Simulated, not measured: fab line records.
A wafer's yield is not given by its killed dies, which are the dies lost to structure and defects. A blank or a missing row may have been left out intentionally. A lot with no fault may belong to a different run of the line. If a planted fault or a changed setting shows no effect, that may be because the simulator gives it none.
Split-lot trial ; flow n5_finfet ; 7 lots, 21 wafers read, on a route of 1938 steps

== THE SPLIT ==
At N5_BEOL_M5_ETCH_41 (etches SiCN in CH3F/O2, target depth 31.5 nm, time 56.7 s), the setting source_w was moved away from the recipe's 395 W on 6 of the 21 wafers read, by -7.3% to +8.5%. The other wafers ran this setting at the recipe's value.

The reading comes from the split's own step.

== THE READING ==
rf_vpp_V, in V, at N5_BEOL_M5_ETCH_41 (etches SiCN in CH3F/O2, target depth 31.5 nm, time 56.7 s). A value of 297.8 V with a standard deviation of 1.6 V is what fault-free wafers of this fab line usually give.

wafer;tool, chamber at the split;source_w as run, W;against the recipe;rf_vpp_V, V;against lot-mates on the recipe
L076.1;rie_diel-02, 3;395;recipe;296.9;-
L076.2;rie_diel-02, 2;395;recipe;298.4;-
L076.6;rie_diel-02, 3;395;recipe;299.0;-
L080.1;rie_diel-02, 3;366;-7.3%;305.2;+7.6
L080.2;rie_diel-02, 0;395;recipe;297.1;-
L080.5;rie_diel-02, 1;395;recipe;298.2;-
L074.4;rie_diel-04, 1;428.4;+8.5%;287.3;-10.7
L074.5;rie_diel-04, 0;428.4;+8.5%;286.2;-11.8
L074.6;rie_diel-04, 3;395;recipe;298.0;-
L084.2;rie_diel-04, 1;395;recipe;295.9;-
L084.3;rie_diel-04, 3;395;recipe;298.6;-
L084.6;rie_diel-04, 1;395;recipe;297.3;-
L088.1;rie_diel-06, 2;417.7;+5.7%;292.9;-3.4
L088.2;rie_diel-06, 3;395;recipe;296.3;-
L088.5;rie_diel-06, 0;417.7;+5.7%;293.5;-2.8
L093.1;rie_diel-02, 0;395;recipe;302.1;-
L093.3;rie_diel-02, 2;395;recipe;296.9;-
L093.6;rie_diel-02, 3;421.4;+6.7%;292.7;-6.8
L097.1;rie_diel-02, 0;395;recipe;300.9;-
L097.2;rie_diel-02, 2;395;recipe;298.3;-
L097.6;rie_diel-02, 1;395;recipe;297.7;-

THE FIT
A straight line over all 21 wafers: rf_vpp_V changes by -1.09 V for each +1% of source_w; r = -0.92; the points scatter about the line by 1.7 V.
The same after taking each lot's own level away (the mean of its wafers on the recipe; 21 wafers): -1.07 V for each +1%; r = -0.92; scatter 1.7 V.
According to that fit, moving source_w by its largest amount changes the reading by 9 V.
Across the lots, their own levels run from 296.30 to 299.50 V, a range of 2.0 times the standard deviation given above.
The two slopes are in agreement: the lot-to-lot level therefore moves the slope only a little.
Check: for one of the wafers moved furthest among these (+8.5%), held out of the fit, the line's prediction against its lot-mates is -8.43 V. Against them it came out at -10.7 V.
Tool readings at the split's step, against how far the setting was moved: rf_vpp_V r = -0.92.

== FURTHER SPLITS ON THESE WAFERS ==
Before the reading, these wafers also passed through other splits. Each is held against what the fit with the lots' levels taken away leaves over:
other split on the same wafers;wafers away from the commonest value;r with rf_vpp_V (lot level and that fit taken away)
N5_BEOL_M2_COAT_22 spin_rpm;8;+0.50
N5_BEOL_M2_DESCUM_33 time_s;4;-0.05
N5_BEOL_M5_ETCH_62 source_w;9;-0.34
N5_BEOL_M5_COAT_66 spin_rpm;5;+0.15
N5_BEOL_M5_TRENCH_ETCH_37 bias_w;9;-0.13

== FILE'S OWN FIT ==
rf_vpp_V changes by -1.05 V for each +1% of source_w, r = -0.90.
